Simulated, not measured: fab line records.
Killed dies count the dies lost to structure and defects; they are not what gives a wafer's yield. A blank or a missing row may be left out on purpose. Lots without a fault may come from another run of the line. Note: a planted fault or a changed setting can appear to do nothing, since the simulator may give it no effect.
8D (eight disciplines) problem report, filled in by code -- flow nand_harc -- the parts of the form that need people (team, actions taken, sign-off) are left out

## 1. THE PROBLEM
A mean of 1474 is read at NHARC_A_CHANNEL_HOLE_D2_INSPECT_40 for raw_defect_count, taken on 1 wafer of 1 lot, against 261 (standard deviation 72) on wafers free of any fault. Relative to the usual mean, that is a shift of +17 standard deviations.
First observed at day 19 13:24: wafer L510.3, on defect_inspect-02. At this step, 33 wafers from 11 lots have a number in the record. By rule, "out" or "out of limits" means more than 4 standard deviations away from the usual mean. The rest of the wafers with a number are treated as sound.

## 2. WHAT IT IS, AND WHAT IT ISN'T
question,is,is not
which readings at this step,raw_defect_count,-
which lots,L510,"L499, L500, L502, L504, L505, L506, L507, L514, L518, L519"
which wafers of those lots,L510.3,"L510.2, L510.5"
read on which gauges,defect_inspect-02,defect_inspect-01
when,from day 19 13:24,"up to then (23 sound wafers); but 9 sound wafers of L514, L518, L519 came after"

## 3. WHAT RULES OUT EACH SUSPECT
Counting: a tool at a process step up to the reading stays a suspect if it ran every lot that is out. Sound lots after the first of them don't rule it out here, since some wafers of a struck lot are sound.
- the gauge at NHARC_A_CHANNEL_HOLE_D2_INSPECT_40: ruled out. All the wafers that are out were read on defect_inspect-02, but those of them that NHARC_END_SORT_01 has rows for are out there too, on other tools.
- rie_diel-07 at NHARC_A_CHANNEL_HOLE_D2_ETCH_34 (etches the open film in CF4/CHF3, target depth 154 nm, time 77 s): kept. It ran the lot that is out, L510 (day 19 05:35); its last sound lot up to then is L507 (day 18 01:59).
- har_etch-02 at NHARC_A_CHANNEL_HOLE_D2_ETCH_26 (etches the open film in C4F8/O2/Ar, time 224.1 s, target depth 300 nm): kept. It ran the lot that is out, L510 (day 19 11:20); its last sound lot up to then is L502 (day 15 14:08).
- rie_diel-11 at NHARC_A_CHANNEL_HOLE_D2_STRIP_28 (strips in O2): kept. It ran the lot that is out, L510 (day 19 13:24); its last sound lot up to then is L504 (day 16 17:10). With no start given for some of its lots, NHARC_A_CHANNEL_HOLE_D2_STRIP_28 uses the hours and lot order of NHARC_A_CHANNEL_HOLE_D2_INSPECT_40.
- At NHARC_A_CHANNEL_HOLE_D2_ETCH_34 on rie_diel-07, chamber 1 took the sound wafers of the same lots and chamber 0 took the wafers that are out.
- At NHARC_A_CHANNEL_HOLE_D2_ETCH_26 on har_etch-02, chamber 1 took the sound wafers of the same lots and chamber 0 took the wafers that are out.
- At NHARC_A_CHANNEL_HOLE_D2_STRIP_28 on rie_diel-11, chamber 2 took the sound wafers of the same lots and chamber 3 took the wafers that are out.
The count leaves rie_diel-07 at NHARC_A_CHANNEL_HOLE_D2_ETCH_34, har_etch-02 at NHARC_A_CHANNEL_HOLE_D2_ETCH_26, and rie_diel-11 at NHARC_A_CHANNEL_HOLE_D2_STRIP_28.

## 4. THE CAUSE (what the simulator had put in)
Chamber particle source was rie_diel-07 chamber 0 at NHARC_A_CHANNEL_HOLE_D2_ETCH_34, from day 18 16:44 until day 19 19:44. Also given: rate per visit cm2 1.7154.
Of the 3 suspects that counting leaves, this tool is one.

## 5. SEQUENCE OF EFFECTS, ordered by route
Each row: a reading whose mean over the struck wafers that have a number lies more than 3 standard deviations from the usual. Only readings for which the record gives a usual standard deviation are gone through. hours: the time from each lot's start at the first step in this table that gives one to its start at this step, as a median over the lots. sigmas: the change in usual standard deviations.
hours,step,reading,usual,on struck wafers,change,sigmas
0,NHARC_A_CHANNEL_HOLE_D2_INSPECT_40,raw_defect_count,261,1474,+1213,+17
279,NHARC_END_SORT_01,killed_at_array,49,158,+109,+5.7
279,NHARC_END_SORT_01,killed_dies,54,160,+106,+5.6

## 6. HOW IT WOULD HAVE BEEN CAUGHT EARLIER
The first out-of-limits reading at a measuring or inspecting step in this record came at day 19 13:24, 21 hours after the fault's start at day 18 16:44.
Of the tool readings at NHARC_A_CHANNEL_HOLE_D2_ETCH_34 for which the record gives a usual standard deviation, none was out on any struck wafer, so an alarm limit of 4 standard deviations on them would not have fired.
Lots out: 1; all had begun NHARC_A_CHANNEL_HOLE_D2_ETCH_34 on rie_diel-07 by day 19 13:24. None of them would have been spared by holding the tool at that moment.
